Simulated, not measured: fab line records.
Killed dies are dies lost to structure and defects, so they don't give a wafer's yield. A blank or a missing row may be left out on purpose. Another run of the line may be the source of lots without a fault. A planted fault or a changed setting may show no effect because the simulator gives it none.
fab line records    flow n5_finfet
record lots=24  wafers=72  last_day=19
route steps=1938 shown HKMG_FIN@389
lots untouched by any fault: they come from a run of this same line in which no faults occurred
start_h: start of the lot's first displayed wafer, in hours after the record's first day    wait_h: hours elapsed since this lot's preceding step    " same as the row above    L1.1+2: one row covering several wafers at once    - no value, or no start was given    * or withheld: withheld    < > ~ a bound
route shown NAME@n: names a module that has steps shown in the file, with the first one's number in the route    usual: average and standard deviation across the fault-free wafers    same: alike in all rows    chamber/n: place in a boat    sites: readings site by site    _std_site: their standard deviation    _edge_site: the outer-site mean with the inner-site mean subtracted    radius_mm: how far each site lies from the wafer's centre    mask NAME#n: copy n    behind: the most recent tool/chamber to have shaped the wafer    hold: the reason the lot was held/the length of the hold in hours/how it ended    device: which transistor (n, p or np) failed to switch    end of line: tests of these same wafers at the route's end    for a step that has no rows: nothing shown but its recipe    killed: not the wafer's yield, but the dies lost to structure and defects at the first sort    map: dies across one wafer; x = killed, . = not, _ = none there
set.NAME: the setting as run; set.NAME@STEP: as run at that earlier step    model.NAME: the simulator's own value behind a step, which no gauge read
the route's steps for a sample of lots (tables are steps, rows are wafers)
services: the hour from which a tool's chamber was out of use, counted from the record's first day as start_h (under 0 if before that day), plus the number of hours and why
## steps
# step N5_HKMG_FIN_ALD_75
# recipe material=Al2O3  target_thk_a=10  temp_c=150  ald_precursor_family=TMA  ald_co_reactant=H2O  pulse_time_s=withheld  co_reactant_pulse_time_s=1
# usual heater_power_w=152/23  precursor_pulse_height_rel=0.998/0.019
lot.wafer  tool       chamber  start_h  wait_h  heater_power_w  precursor_pulse_height_rel
L074.2     ald_hk-02  2        68.90    0.1     136             1.019
L074.3     "          1        "        "       151             1.027
L074.5     "          2        "        "       130             1.022
L075.3     ald_hk-03  3        78.83    0.0     206             1.001
L075.4     "          0        "        "       162             0.994
L075.6     "          2        "        "       174             1.015
L076.1     ald_hk-03  0        93.00    0.0     164             1.007
L076.5     "          3        "        "       202             0.970
L076.6     "          2        "        "       177             0.986
L077.1     ald_hk-01  0        98.82    0.0     151             1.005
L077.2     "          2        "        "       136             0.996
L077.5     "          3        "        "       162             0.992
L078.2     ald_hk-02  2        101.19   0.0     132             1.000
L078.3     "          3        "        "       131             1.006
L078.6     "          1        "        "       155             0.954
L079.1     ald_hk-01  1        107.29   0.0     136             0.983
L079.2     "          2        "        "       139             0.992
L079.3     "          0        "        "       146             0.997
L080.1     ald_hk-01  2        109.73   0.0     134             0.942
L080.3     "          3        "        "       158             0.971
L080.4     "          1        "        "       137             0.982
L081.1     ald_hk-03  2        117.90   0.0     173             1.015
L081.2     "          3        "        "       205             1.001
L081.4     "          1        "        "       120             1.003
L082.1     ald_hk-01  2        119.35   0.0     135             0.959
L082.2     "          1        "        "       140             0.965
L082.5     "          2        "        "       136             0.996
L083.1     ald_hk-03  3        128.08   0.0     206             0.966
L083.2     "          0        "        "       165             1.008
L083.5     "          3        "        "       203             0.999
L084.2     ald_hk-03  1        132.98   0.0     118             1.006
L084.4     "          0        "        "       167             1.021
L084.6     "          0        "        "       162             1.018
L085.3     ald_hk-03  0        140.39   0.0     165             0.972
L085.5     "          1        "        "       117             1.024
L085.6     "          2        "        "       174             1.012
L086.1     ald_hk-01  1        144.94   0.0     139             0.992
L086.2     "          0        "        "       152             0.990
L086.4     "          3        "        "       157             0.977
L087.4     ald_hk-02  2        151.89   0.1     133             1.014
L087.5     "          3        "        "       135             0.999
L087.6     "          2        "        "       135             1.002
L088.1     ald_hk-01  0        157.66   0.0     150             1.019
L088.2     "          3        "        "       157             0.981
L088.4     "          1        "        "       143             1.012
L089.1     ald_hk-01  3        163.20   0.0     163             1.029
L089.3     "          0        "        "       150             0.981
L089.5     "          2        "        "       138             1.006
L090.1     ald_hk-01  1        168.94   0.0     135             1.015
L090.2     "          0        "        "       152             1.028
L090.4     "          2        "        "       136             0.939
L091.1     ald_hk-02  1        174.66   0.0     153             1.027
L091.3     "          2        "        "       131             1.005
L091.6     "          1        "        "       152             0.995
L092.3     ald_hk-02  0        184.40   0.0     148             1.001
L092.4     "          2        "        "       135             1.016
L092.5     "          3        "        "       133             0.966
L093.1     ald_hk-03  1        187.68   0.0     118             1.018
L093.3     "          2        "        "       174             1.013
L093.5     "          1        "        "       116             1.006
L094.1     ald_hk-03  1        192.46   0.0     119             1.024
L094.2     "          3        "        "       201             0.966
L094.5     "          1        "        "       118             1.024
L095.1     ald_hk-03  2        198.45   0.0     173             0.995
L095.5     "          2        "        "       172             1.011
L095.6     "          1        "        "       118             0.992
L096.3     ald_hk-02  1        207.23   0.0     154             1.027
L096.5     "          3        "        "       137             0.995
L096.6     "          2        "        "       132             0.993
L097.1     ald_hk-03  2        211.36   0.0     173             0.974
L097.3     "          1        "        "       119             0.982
L097.5     "          0        "        "       163             1.012
# step N5_HKMG_FIN_CD_MEAS_49
# recipe target_cd_nm=202  landing_energy_ev=500  detector=se_inlens  polarity=opening
# usual cd_nm=202.2/0.71
lot.wafer  tool       chamber  start_h  wait_h  cd_nm
L074.2     cd_sem-01  0        69.32    -       202.2
L074.3     "          0        "        "       202.9
L074.5     "          0        "        "       202.2
L075.3     cd_sem-02  0        79.30    -       200.8
L075.4     "          0        "        "       201.9
L075.6     "          0        "        "       201.6
L076.1     cd_sem-02  0        93.34    -       203.7
L076.5     "          0        "        "       202.4
L076.6     "          0        "        "       203.0
L077.1     cd_sem-03  0        99.29    -       201.7
L077.2     "          0        "        "       200.8
L077.5     "          0        "        "       200.5
L078.2     cd_sem-03  0        101.54   -       201.0
L078.3     "          0        "        "       202.0
L078.6     "          0        "        "       202.6
L079.1     cd_sem-03  0        107.76   -       201.0
L079.2     "          0        "        "       203.4
L079.3     "          0        "        "       203.1
L080.1     cd_sem-02  0        110.07   -       202.9
L080.3     "          0        "        "       202.9
L080.4     "          0        "        "       202.8
L081.1     cd_sem-03  0        118.24   -       202.6
L081.2     "          0        "        "       203.3
L081.4     "          0        "        "       202.2
L082.1     cd_sem-03  0        119.69   -       202.7
L082.2     "          0        "        "       203.0
L082.5     "          0        "        "       202.9
L083.1     cd_sem-02  0        128.54   -       201.5
L083.2     "          0        "        "       202.5
L083.5     "          0        "        "       202.2
L084.2     cd_sem-01  0        133.45   -       202.1
L084.4     "          0        "        "       201.5
L084.6     "          0        "        "       202.8
L085.3     cd_sem-03  0        140.86   -       202.4
L085.5     "          0        "        "       201.9
L085.6     "          0        "        "       201.8
L086.1     cd_sem-01  0        145.41   -       201.9
L086.2     "          0        "        "       201.6
L086.4     "          0        "        "       201.1
L087.4     cd_sem-03  0        152.44   -       202.3
L087.5     "          0        "        "       202.6
L087.6     "          0        "        "       201.5
L088.1     cd_sem-02  0        158.14   -       201.9
L088.2     "          0        "        "       203.0
L088.4     "          0        "        "       202.8
L089.1     cd_sem-02  0        163.67   -       203.2
L089.3     "          0        "        "       202.9
L089.5     "          0        "        "       201.3
L090.1     cd_sem-02  0        169.41   -       201.0
L090.2     "          0        "        "       202.3
L090.4     "          0        "        "       202.3
L091.1     cd_sem-01  0        175.00   -       202.3
L091.3     "          0        "        "       202.6
L091.6     "          0        "        "       202.5
L092.3     cd_sem-03  0        184.87   -       202.9
L092.4     "          0        "        "       202.9
L092.5     "          0        "        "       202.5
L093.1     cd_sem-02  0        188.15   -       202.1
L093.3     "          0        "        "       201.8
L093.5     "          0        "        "       201.4
L094.1     cd_sem-02  0        192.92   -       202.8
L094.2     "          0        "        "       203.2
L094.5     "          0        "        "       201.7
L095.1     cd_sem-03  0        198.92   -       201.7
L095.5     "          0        "        "       201.1
L095.6     "          0        "        "       200.9
L096.3     cd_sem-01  0        207.70   -       200.9
L096.5     "          0        "        "       203.0
L096.6     "          0        "        "       202.7
L097.1     cd_sem-01  0        211.83   -       201.2
L097.3     "          0        "        "       202.2
L097.5     "          0        "        "       202.5
# step N5_HKMG_FIN_ETCH_35
# recipe chemistry=N2/H2  target=SOC  target_depth_a=2158  ion_energy_ev=65  bias_w=5  source_w=3000  time_s=243.4  pressure_mtorr=30  n2_flow_sccm=200  h2_flow_sccm=200
# usual drypump_motor_current_A=5.7/0.42  oes_product_au=0.78/0.093  rf_vpp_V=141.8/0.97  showerhead_plenum_p_Torr=2.56/0.09  throttle_valve_pct=17.85/0.23
lot.wafer  tool         chamber  start_h  wait_h  drypump_motor_current_A  oes_product_au  rf_hours_counter_h  rf_vpp_V  showerhead_plenum_p_Torr  throttle_valve_pct
L074.2     rie_diel-04  0        73.65    0.0     5.8                      0.72            175                 142.4     2.66                      17.91
L074.3     "            3        "        "       6.0                      0.69            234                 143.7     2.63                      18.17
L074.5     "            3        "        "       6.0                      0.69            -                   141.7     2.63                      18.18
L075.3     rie_diel-03  2        82.94    0.0     5.2                      0.76            150                 141.3     2.42                      17.88
L075.4     "            3        "        "       4.9                      0.69            236                 140.2     2.40                      18.03
L075.6     "            1        "        "       5.8                      0.68            -                   141.8     2.52                      17.64
L076.1     rie_diel-02  2        97.34    0.0     5.2                      0.80            90                  143.8     2.66                      17.54
L076.5     "            0        "        "       6.3                      0.89            -                   142.5     2.56                      17.74
L076.6     "            3        "        "       5.7                      0.70            -                   141.9     2.48                      17.64
L077.1     rie_diel-04  2        103.26   0.0     6.2                      0.68            242                 140.1     2.39                      17.96
L077.2     "            3        "        "       6.0                      0.69            244                 142.3     2.63                      18.19
L077.5     "            3        "        "       6.0                      0.69            -                   141.9     2.63                      18.20
L078.2     rie_diel-03  1        105.99   0.0     5.8                      0.67            195                 140.7     2.52                      17.64
L078.3     "            0        "        "       5.0                      0.91            16                  142.8     2.57                      17.49
L078.6     "            3        "        "       4.9                      0.68            -                   140.4     2.40                      18.06
L079.1     rie_diel-02  0        111.60   0.0     6.4                      0.87            54                  141.9     2.56                      17.76
L079.2     "            3        "        "       5.7                      0.69            241                 142.7     2.47                      17.66
L079.3     "            1        "        "       5.5                      0.70            221                 142.1     2.53                      18.25
L080.1     rie_diel-04  1        114.10   0.0     5.7                      0.79            159                 141.4     2.55                      18.00
L080.3     "            2        "        "       6.2                      0.68            246                 140.1     2.39                      17.95
L080.4     "            0        "        "       5.8                      0.71            187                 142.5     2.66                      17.93
L081.1     rie_diel-02  3        122.02   0.0     5.7                      0.69            245                 142.6     2.47                      17.66
L081.2     "            0        "        "       6.4                      0.87            58                  141.7     2.56                      17.75
L081.4     "            2        "        "       5.2                      0.78            100                 142.4     2.65                      17.55
L082.1     rie_diel-04  2        123.75   0.0     6.2                      0.68            249                 141.8     2.39                      17.95
L082.2     "            1        "        "       5.7                      0.78            162                 140.8     2.55                      18.01
L082.5     "            1        "        "       5.7                      0.78            -                   141.7     2.55                      18.00
L083.1     rie_diel-04  0        132.31   0.0     5.8                      0.71            195                 143.2     2.66                      17.94
L083.2     "            1        "        "       5.7                      0.78            166                 141.1     2.55                      18.01
L083.5     "            1        "        "       5.7                      0.79            -                   140.1     2.55                      18.00
L084.2     rie_diel-04  0        137.09   0.0     5.8                      0.70            198                 143.0     2.65                      17.95
L084.4     "            3        "        "       6.0                      0.97            -                   142.2     2.62                      17.83
L084.6     "            0        "        "       5.8                      0.71            -                   141.7     2.65                      17.96
L085.3     rie_diel-02  2        144.52   0.0     5.2                      0.79            106                 142.8     2.65                      17.57
L085.5     "            0        "        "       6.3                      0.86            -                   140.5     2.55                      17.76
L085.6     "            1        "        "       5.5                      0.69            -                   140.3     2.53                      18.28
L086.1     rie_diel-02  0        150.31   0.0     6.3                      0.85            69                  141.5     2.55                      17.78
L086.2     "            2        "        "       5.2                      0.78            110                 142.3     2.65                      17.57
L086.4     "            0        "        "       6.3                      0.86            -                   142.4     2.55                      17.78
L087.4     rie_diel-02  1        156.77   0.1     5.5                      0.69            -                   141.4     2.53                      18.28
L087.5     "            0        "        "       6.4                      0.85            -                   141.8     2.55                      17.76
L087.6     "            2        "        "       5.2                      0.78            -                   143.3     2.65                      17.58
L088.1     rie_diel-02  2        161.96   0.0     5.3                      0.78            114                 140.8     2.65                      17.56
L088.2     "            0        "        "       6.3                      0.85            74                  143.2     2.55                      17.80
L088.4     "            3        "        "       5.7                      0.99            1                   141.7     2.47                      17.28
L089.1     rie_diel-04  3        168.07   0.0     6.0                      0.91            16                  143.4     2.62                      17.84
L089.3     "            1        "        "       5.7                      0.77            177                 141.2     2.55                      18.03
L089.5     "            0        "        "       5.8                      0.69            -                   142.3     2.65                      17.98
L090.1     rie_diel-03  0        173.35   0.0     5.0                      0.86            41                  140.4     2.56                      17.55
L090.2     "            3        "        "       4.9                      0.95            6                   142.7     2.71                      17.59
L090.4     "            2        "        "       5.3                      0.74            181                 140.3     2.41                      17.91
L091.1     rie_diel-03  3        179.91   0.0     4.8                      0.94            9                   141.2     2.71                      17.60
L091.3     "            1        "        "       5.8                      0.66            223                 140.2     2.51                      17.69
L091.6     "            3        "        "       4.9                      0.95            -                   142.7     2.71                      17.61
L092.3     rie_diel-04  3        188.63   0.0     6.0                      0.91            21                  143.0     2.61                      17.84
L092.4     "            0        "        "       5.8                      0.70            215                 142.6     2.65                      17.99
L092.5     "            1        "        "       5.7                      0.76            -                   142.5     2.54                      18.03
L093.1     rie_diel-04  1        191.82   0.0     5.7                      0.76            183                 139.4     2.54                      18.03
L093.3     "            3        "        "       6.0                      0.89            23                  142.0     2.61                      17.85
L093.5     "            2        "        "       6.2                      0.93            -                   142.3     2.70                      17.59
L094.1     rie_diel-03  3        198.34   0.0     4.9                      0.93            13                  141.8     2.71                      17.57
L094.2     "            2        "        "       5.3                      0.73            189                 142.1     2.41                      17.96
L094.5     "            2        "        "       5.3                      0.73            -                   140.6     2.41                      17.94
L095.1     rie_diel-02  2        202.71   0.0     5.2                      0.76            131                 142.2     2.64                      17.58
L095.5     "            2        "        "       5.2                      0.76            -                   143.2     2.64                      17.59
L095.6     "            3        "        "       5.7                      0.93            -                   141.0     2.46                      17.33
L096.3     rie_diel-04  0        211.38   0.0     5.8                      0.69            222                 141.3     2.64                      18.01
L096.5     "            0        "        "       5.8                      0.70            -                   142.4     2.64                      18.00
L096.6     "            3        "        "       6.0                      0.89            -                   142.5     2.61                      17.84
L097.1     rie_diel-04  0        215.69   0.0     5.8                      0.69            224                 140.6     2.64                      17.98
L097.3     "            1        "        "       5.7                      0.75            191                 140.9     2.54                      18.06
L097.5     "            1        "        "       5.7                      0.75            -                   142.1     2.54                      18.06
# step N5_HKMG_FIN_STRIP_19
# recipe chemistry=N2/H2  power_w=2500  temp_c=300  h2_frac=0.65  time_s=360  pressure_mtorr=withheld  n2_flow_sccm=1750  h2_flow_sccm=3250
# usual drypump_motor_current_A=5.8/0.31  heater_power_w=459/38
lot.wafer  tool             chamber  start_h  wait_h  drypump_motor_current_A  heater_power_w  rf_hours_counter_h
L074.2     plasma_asher-02  0        73.95    0.0     6.1                      508             38
L074.3     "                0        "        "       6.1                      512             -
L074.5     "                1        "        "       5.5                      424             -
L075.3     plasma_asher-02  0        83.35    0.1     6.1                      498             -
L075.4     "                1        "        "       5.6                      416             -
L075.6     "                0        "        "       6.0                      502             -
L076.1     plasma_asher-01  1        97.63    0.0     5.4                      470             89
L076.5     "                1        "        "       5.4                      467             -
L076.6     "                0        "        "       6.1                      426             -
L077.1     plasma_asher-01  1        103.55   0.0     5.3                      476             91
L077.2     "                0        "        "       6.2                      416             91
L077.5     "                1        "        "       5.3                      461             -
L078.2     plasma_asher-01  1        106.29   0.0     5.4                      477             92
L078.3     "                0        "        "       6.2                      425             -
L078.6     "                0        "        "       6.2                      432             -
L079.1     plasma_asher-02  0        111.89   0.0     6.0                      508             45
L079.2     "                1        "        "       5.5                      426             45
L079.3     "                1        "        "       5.5                      430             -
L080.1     plasma_asher-01  0        114.39   0.0     6.2                      419             94
L080.3     "                1        "        "       5.4                      474             -
L080.4     "                0        "        "       6.2                      432             -
L081.1     plasma_asher-02  1        122.31   0.0     5.5                      418             48
L081.2     "                0        "        "       6.0                      503             48
L081.4     "                0        "        "       6.0                      515             -
L082.1     plasma_asher-02  1        124.04   0.0     5.5                      417             48
L082.2     "                0        "        "       6.0                      513             48
L082.5     "                1        "        "       5.5                      413             -
L083.1     plasma_asher-01  1        132.61   0.0     5.4                      486             96
L083.2     "                0        "        "       6.2                      432             96
L083.5     "                0        "        "       6.2                      432             -
L084.2     plasma_asher-02  1        137.38   0.0     5.5                      428             52
L084.4     "                0        "        "       6.1                      502             -
L084.6     "                1        "        "       5.5                      415             -
L085.3     plasma_asher-02  1        144.97   0.1     5.5                      427             -
L085.5     "                0        "        "       6.0                      502             -
L085.6     "                1        "        "       5.5                      428             -
L086.1     plasma_asher-02  1        150.60   0.0     5.5                      423             54
L086.2     "                0        "        "       6.0                      521             54
L086.4     "                1        "        "       5.6                      417             -
L087.4     plasma_asher-01  0        157.11   0.1     6.2                      439             -
L087.5     "                1        "        "       5.4                      477             -
L087.6     "                0        "        "       6.2                      427             -
L088.1     plasma_asher-02  0        162.25   0.0     6.0                      502             57
L088.2     "                1        "        "       5.6                      424             57
L088.4     "                0        "        "       6.0                      499             -
L089.1     plasma_asher-01  0        168.37   0.0     6.2                      443             103
L089.3     "                0        "        "       6.2                      424             -
L089.5     "                1        "        "       5.4                      477             -
L090.1     plasma_asher-02  0        173.64   0.0     6.1                      510             59
L090.2     "                1        "        "       5.5                      421             59
L090.4     "                1        "        "       5.5                      416             -
L091.1     plasma_asher-02  0        180.21   0.0     6.0                      496             61
L091.3     "                1        "        "       5.6                      423             -
L091.6     "                1        "        "       5.6                      406             -
L092.3     plasma_asher-01  1        189.04   0.1     5.3                      480             -
L092.4     "                0        "        "       6.2                      416             -
L092.5     "                0        "        "       6.1                      409             -
L093.1     plasma_asher-02  0        192.12   0.0     6.0                      507             63
L093.3     "                1        "        "       5.5                      422             -
L093.5     "                0        "        "       6.1                      513             -
L094.1     plasma_asher-02  0        198.63   0.0     6.0                      499             64
L094.2     "                1        "        "       5.5                      422             64
L094.5     "                0        "        "       6.0                      499             -
L095.1     plasma_asher-02  1        203.00   0.0     5.5                      425             66
L095.5     "                0        "        "       6.0                      501             -
L095.6     "                1        "        "       5.5                      419             -
L096.3     plasma_asher-02  1        211.83   0.1     5.5                      421             -
L096.5     "                1        "        "       5.5                      424             -
L096.6     "                0        "        "       6.0                      500             -
L097.1     plasma_asher-02  1        215.98   0.0     5.5                      414             69
L097.3     "                1        "        "       5.6                      416             -
L097.5     "                0        "        "       6.0                      498             -
# step N5_HKMG_FIN_ALD_21
# recipe material=TiN  target_thk_a=15  temp_c=400  ald_precursor_family=TiCl4  ald_co_reactant=NH3  pulse_time_s=1  purge_time_s=3  co_reactant_purge_time_s=2  co_reactant_pulse_time_s=2  ald_cycles=68  pressure_torr=3
# usual heater_power_w=873/63  precursor_pulse_height_rel=1.000/0.02
lot.wafer  tool          chamber  start_h  wait_h  heater_power_w  precursor_pulse_height_rel
L074.2     ald_metal-01  1        76.49    0.3     938             0.997
L074.3     "             2        "        "       948             1.001
L074.5     "             0        "        "       914             0.976
L075.3     ald_metal-04  2        85.89    0.1     877             1.001
L075.4     "             0        "        "       863             0.995
L075.6     "             2        "        "       874             0.993
L076.1     ald_metal-04  0        100.31   0.3     847             0.997
L076.5     "             0        "        "       848             1.023
L076.6     "             1        "        "       761             0.961
L077.1     ald_metal-01  2        106.28   0.3     961             0.991
L077.2     "             1        "        "       952             0.992
L077.5     "             3        "        "       865             0.995
L078.2     ald_metal-01  0        108.86   0.3     906             1.026
L078.3     "             1        "        "       969             1.010
L078.6     "             1        "        "       952             1.032
L079.1     ald_metal-04  3        114.47   0.3     900             0.971
L079.2     "             1        "        "       775             1.023
L079.3     "             0        "        "       854             0.989
L080.1     ald_metal-02  2        117.13   0.3     837             0.967
L080.3     "             0        "        "       863             0.998
L080.4     "             3        "        "       824             1.009
L081.1     ald_metal-01  3        124.94   0.3     852             0.985
L081.2     "             0        "        "       928             0.997
L081.4     "             2        "        "       940             0.983
L082.1     ald_metal-01  3        126.59   0.3     855             1.020
L082.2     "             2        "        "       966             0.999
L082.5     "             0        "        "       922             0.994
L083.1     ald_metal-02  3        135.15   0.3     798             0.980
L083.2     "             0        "        "       859             0.995
L083.5     "             1        "        "       785             0.986
L084.2     ald_metal-01  0        139.99   0.3     905             0.977
L084.4     "             3        "        "       830             0.950
L084.6     "             3        "        "       849             0.999
L085.3     ald_metal-02  2        147.65   0.1     849             1.039
L085.5     "             3        "        "       813             0.959
L085.6     "             0        "        "       858             1.006
L086.1     ald_metal-04  3        153.38   0.3     899             0.966
L086.2     "             1        "        "       755             0.980
L086.4     "             0        "        "       852             1.000
L087.4     ald_metal-04  1        159.58   0.1     761             0.981
L087.5     "             2        "        "       879             0.989
L087.6     "             3        "        "       893             0.979
L088.1     ald_metal-04  1        165.05   0.3     764             1.009
L088.2     "             0        "        "       841             1.024
L088.4     "             2        "        "       859             0.983
L089.1     ald_metal-02  0        170.92   0.3     865             1.010
L089.3     "             1        "        "       760             1.029
L089.5     "             3        "        "       827             0.996
L090.1     ald_metal-01  0        176.45   0.3     894             0.982
L090.2     "             2        "        "       961             1.012
L090.4     "             3        "        "       843             0.997
L091.1     ald_metal-04  1        182.88   0.3     763             0.975
L091.3     "             2        "        "       891             1.011
L091.6     "             2        "        "       868             1.027
L092.3     ald_metal-02  3        191.67   0.1     807             0.987
L092.4     "             1        "        "       757             1.008
L092.5     "             0        "        "       877             0.990
L093.1     ald_metal-01  1        194.78   0.3     943             1.007
L093.3     "             2        "        "       978             1.017
L093.5     "             0        "        "       904             1.030
L094.1     ald_metal-01  1        201.36   0.3     941             0.963
L094.2     "             0        "        "       906             1.012
L094.5     "             3        "        "       853             0.971
L095.1     ald_metal-01  1        205.78   0.3     959             1.029
L095.5     "             1        "        "       972             1.014
L095.6     "             2        "        "       984             1.017
L096.3     ald_metal-02  3        214.42   0.1     784             1.023
L096.5     "             3        "        "       814             1.024
L096.6     "             2        "        "       873             1.002
L097.1     ald_metal-01  3        218.65   0.3     838             1.024
L097.3     "             2        "        "       964             0.999
L097.5     "             1        "        "       926             0.986
# step N5_HKMG_FIN_ALD_72
# recipe material=W  target_thk_a=20  temp_c=300  pressure_torr=7.5  ald_precursor_family=WF6  ald_co_reactant=B2H6  pulse_time_s=1  purge_time_s=2  co_reactant_purge_time_s=2  co_reactant_pulse_time_s=3  ald_cycles=7
# usual heater_power_w=494/29  precursor_pulse_height_rel=0.998/0.02
lot.wafer  tool      chamber  start_h  wait_h  heater_power_w  precursor_pulse_height_rel
L074.2     cvd_w-02  1        76.86    0.2     522             0.996
L074.3     "         0        "        "       473             1.004
L074.5     "         0        "        "       469             1.007
L075.3     cvd_w-02  1        86.27    0.2     523             0.950
L075.4     "         0        "        "       475             0.978
L075.6     "         0        "        "       457             0.983
L076.1     cvd_w-02  1        100.67   0.2     528             1.047
L076.5     "         0        "        "       487             0.986
L076.6     "         1        "        "       528             0.999
L077.1     cvd_w-01  1        106.64   0.2     479             0.994
L077.2     "         0        "        "       457             1.006
L077.5     "         0        "        "       459             0.998
L078.2     cvd_w-02  0        109.22   0.2     471             0.982
L078.3     "         0        "        "       477             0.988
L078.6     "         1        "        "       534             0.988
L079.1     cvd_w-01  1        114.83   0.2     475             0.972
L079.2     "         0        "        "       446             1.013
L079.3     "         1        "        "       480             0.994
L080.1     cvd_w-02  0        117.49   0.2     459             1.010
L080.3     "         1        "        "       539             1.005
L080.4     "         0        "        "       466             1.013
L081.1     cvd_w-02  0        125.30   0.2     474             1.018
L081.2     "         1        "        "       537             1.003
L081.4     "         1        "        "       541             1.032
L082.1     cvd_w-01  1        126.95   0.2     484             1.029
L082.2     "         0        "        "       465             0.964
L082.5     "         1        "        "       493             0.982
L083.1     cvd_w-02  0        135.52   0.2     471             1.018
L083.2     "         1        "        "       531             0.980
L083.5     "         0        "        "       480             1.024
L084.2     cvd_w-02  1        140.36   0.2     525             0.987
L084.4     "         0        "        "       484             0.960
L084.6     "         0        "        "       469             1.039
L085.3     cvd_w-02  1        148.03   0.2     523             1.017
L085.5     "         0        "        "       468             1.026
L085.6     "         1        "        "       520             1.056
L086.1     cvd_w-02  0        153.74   0.2     481             1.030
L086.2     "         1        "        "       532             1.023
L086.4     "         0        "        "       474             1.030
L087.4     cvd_w-02  1        159.97   0.2     545             0.958
L087.5     "         1        "        "       529             0.995
L087.6     "         0        "        "       479             1.014
L088.1     cvd_w-02  0        165.41   0.2     477             1.002
L088.2     "         1        "        "       528             1.008
L088.4     "         0        "        "       475             0.991
L089.1     cvd_w-02  1        171.30   0.2     538             1.004
L089.3     "         0        "        "       484             1.002
L089.5     "         1        "        "       538             1.001
L090.1     cvd_w-01  1        176.81   0.2     493             1.013
L090.2     "         0        "        "       463             1.018
L090.4     "         0        "        "       467             1.012
L091.1     cvd_w-02  1        183.24   0.2     521             0.995
L091.3     "         0        "        "       466             0.992
L091.6     "         0        "        "       482             1.014
L092.3     cvd_w-02  1        192.06   0.2     530             1.010
L092.4     "         0        "        "       479             0.965
L092.5     "         1        "        "       528             1.008
L093.1     cvd_w-02  0        195.14   0.2     467             0.988
L093.3     "         0        "        "       461             0.983
L093.5     "         0        "        "       468             1.031
L094.1     cvd_w-02  0        201.72   0.2     477             0.992
L094.2     "         1        "        "       525             0.992
L094.5     "         1        "        "       534             0.993
L095.1     cvd_w-01  1        206.14   0.2     502             0.997
L095.5     "         1        "        "       483             0.995
L095.6     "         0        "        "       462             0.984
L096.3     cvd_w-02  0        214.81   0.2     460             1.012
L096.5     "         1        "        "       533             1.012
L096.6     "         0        "        "       474             0.987
L097.1     cvd_w-01  0        219.01   0.2     465             0.998
L097.3     "         0        "        "       472             0.983
L097.5     "         0        "        "       472             0.960
## services
tool             chamber  start_h  hours  kind
rie_diel-03      3        45.61    4.3    repair
rie_diel-02      1        52.92    1.5    repair
rie_diel-04      0        57.66    4.1    repair
rie_diel-02      0        73.23    5.6    repair
cvd_w-01         -        80.53    0.5    repair
rie_diel-02      0        82.78    5.5    repair
cvd_w-01         0        88.18    1.8    repair
ald_metal-01     3        91.74    2.4    repair
rie_diel-04      0        98.94    4.2    repair
ald_hk-01        -        104.28   2.8    pm
ald_hk-02        -        109.38   8.7    pm
ald_metal-01     -        118.89   1.0    repair
cvd_w-02         -        141.83   6.0    pm
rie_diel-04      0        148.13   4.3    repair
ald_hk-02        -        150.67   0.5    repair
ald_metal-02     -        152.73   8.7    pm
ald_hk-01        -        158.97   2.2    repair
plasma_asher-01  -        171.51   4.3    repair
ald_metal-04     -        189.13   6.0    pm
cvd_w-02         1        192.35   3.6    repair
rie_diel-03      0        201.11   2.7    repair
ald_metal-01     -        209.19   8.7    pm
ald_hk-02        -        215.30   0.4    repair
ald_hk-01        -        218.43   2.3    repair
## key
fault none
